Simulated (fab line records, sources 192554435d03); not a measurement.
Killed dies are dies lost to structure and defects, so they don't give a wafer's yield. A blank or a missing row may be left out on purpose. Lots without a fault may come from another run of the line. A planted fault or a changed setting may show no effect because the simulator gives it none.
Which tool did it? | flow n5_finfet | 11 lots, 33 wafers sampled, at 2 steps of a route of 1938

WHAT THE GAUGES READ, wafer by wafer
N5_BEOL_M7_CD_MEAS_18: pitch 80 nm, target cd 40 nm. Usual: cd_nm 40.1 nm, standard deviation 0.63.
lot  | measured     | on        | cd_nm (nm)     | flag
L699 | day 9 12:28  | cd_sem-03 | 39.0 39.8 40.3 |
L700 | day 9 18:26  | cd_sem-01 | 39.6 39.3 39.5 |
L704 | day 10 22:27 | cd_sem-02 | 39.9 40.2 40.1 |
L708 | day 12 03:11 | cd_sem-03 | 40.0 39.1 39.0 |
L709 | day 12 06:40 | cd_sem-03 | 39.2 39.7 40.5 |
L717 | day 14 00:08 | cd_sem-02 | 39.4 39.8 39.6 |
L718 | day 14 07:23 | cd_sem-02 | 40.7 39.9 40.3 |
L719 | day 14 17:53 | cd_sem-01 | 40.0 39.7 40.2 |
L722 | day 15 00:02 | cd_sem-01 | 39.9 40.5 40.7 |
L721 | day 15 04:31 | cd_sem-03 | 40.6 41.1 41.0 |
L720 | day 15 04:45 | cd_sem-02 | 40.8 40.6 41.2 |

WHICH TOOL RAN EACH LOT (tool, then ch and the chambers of the sampled wafers, then the start)
lot  | N5_BEOL_M7_STRIP_19
L699 | rie_diel-05 ch 2,3, day 9 12:23
L700 | rie_diel-01 ch 0,1,2, day 9 18:22
L704 | rie_diel-05 ch 0,3, day 10 22:22
L708 | rie_diel-05 ch 0,1,2, day 12 03:07
L709 | rie_diel-01 ch 1,3, day 12 06:35
L717 | rie_diel-04 ch 0,1,2, day 14 00:04
L718 | rie_diel-05 ch 0,1,3, day 14 07:19
L719 | rie_diel-01 ch 1,2,3, day 14 17:49
L722 | rie_diel-01 ch 0,1,3, day 14 23:58
L721 | rie_diel-05 ch 0,1,3, day 15 04:26
L720 | rie_diel-01 ch 0,2,3, day 15 04:41
- N5_BEOL_M7_STRIP_19: strips in O2.

WHAT THE TOOLS THEMSELVES READ (means of the sampled wafers that have a number; where no wafer has one, the mark that the record gives instead)
N5_BEOL_M7_STRIP_19. Usual: drypump_motor_current_A 5.57 A, standard deviation 0.27; o2_flow_sccm 225.1 sccm, standard deviation 0.71; oes_product_au 0.77 a.u., standard deviation 0.091; rf_vpp_V 3.7 V, standard deviation 0.61; showerhead_plenum_p_Torr 2.10 Torr, standard deviation 0.06; throttle_valve_pct 16.65 %, standard deviation 0.19.
lot  | tool        | drypump_motor_current_A (A) | o2_flow_sccm (sccm) | oes_product_au (a.u.) | rf_vpp_V (V) | showerhead_plenum_p_Torr (Torr) | throttle_valve_pct (%) | flag
L699 | rie_diel-05 | 5.70                        | 225.6               | 0.69                  | 3.6          | 2.09                            | 16.82                  |
L700 | rie_diel-01 | 5.40                        | 224.8               | 0.74                  | 4.1          | 2.09                            | 16.82                  |
L704 | rie_diel-05 | 5.45                        | 225.5               | 0.80                  | 3.1          | 2.18                            | 16.69                  |
L708 | rie_diel-05 | 5.48                        | 225.2               | 0.77                  | 3.9          | 2.13                            | 16.65                  |
L709 | rie_diel-01 | 5.61                        | 224.5               | 0.70                  | 3.9          | 2.03                            | 16.63                  |
L717 | rie_diel-04 | 6.04                        | 224.6               | 0.90                  | 3.7          | 2.11                            | 16.39                  |
L718 | rie_diel-05 | 5.41                        | 225.5               | 0.74                  | 3.5          | 2.13                            | 16.69                  |
L719 | rie_diel-01 | 5.55                        | 224.8               | 0.78                  | 4.3          | 2.05                            | 16.69                  |
L722 | rie_diel-01 | 5.50                        | 225.0               | 0.72                  | 4.0          | 2.06                            | 16.69                  |
L721 | rie_diel-05 | 5.39                        | 225.2               | 0.74                  | 3.2          | 2.13                            | 16.70                  |
L720 | rie_diel-01 | 5.44                        | 224.6               | 0.79                  | 3.3          | 2.05                            | 16.68                  |

THE ANSWER, worked out from the rows above alone
Rule: a lot is off if the mean of its wafers that have a number lies more than 3 standard deviations from the usual mean. A lot without any number at a reading at which 4 lots or more have one is off too. The other lots that the step has rows for count as sound. The gauges are gone through in route order, then the tools' own readings, and for those a lot's mean is taken as printed above. The first step at which some lot is off is used, and at that step the reading that is off furthest; a lot without a number counts as furthest.
No lot is off at any reading shown: from this, nothing can be told.

WHAT THE SIMULATOR HAD PUT IN
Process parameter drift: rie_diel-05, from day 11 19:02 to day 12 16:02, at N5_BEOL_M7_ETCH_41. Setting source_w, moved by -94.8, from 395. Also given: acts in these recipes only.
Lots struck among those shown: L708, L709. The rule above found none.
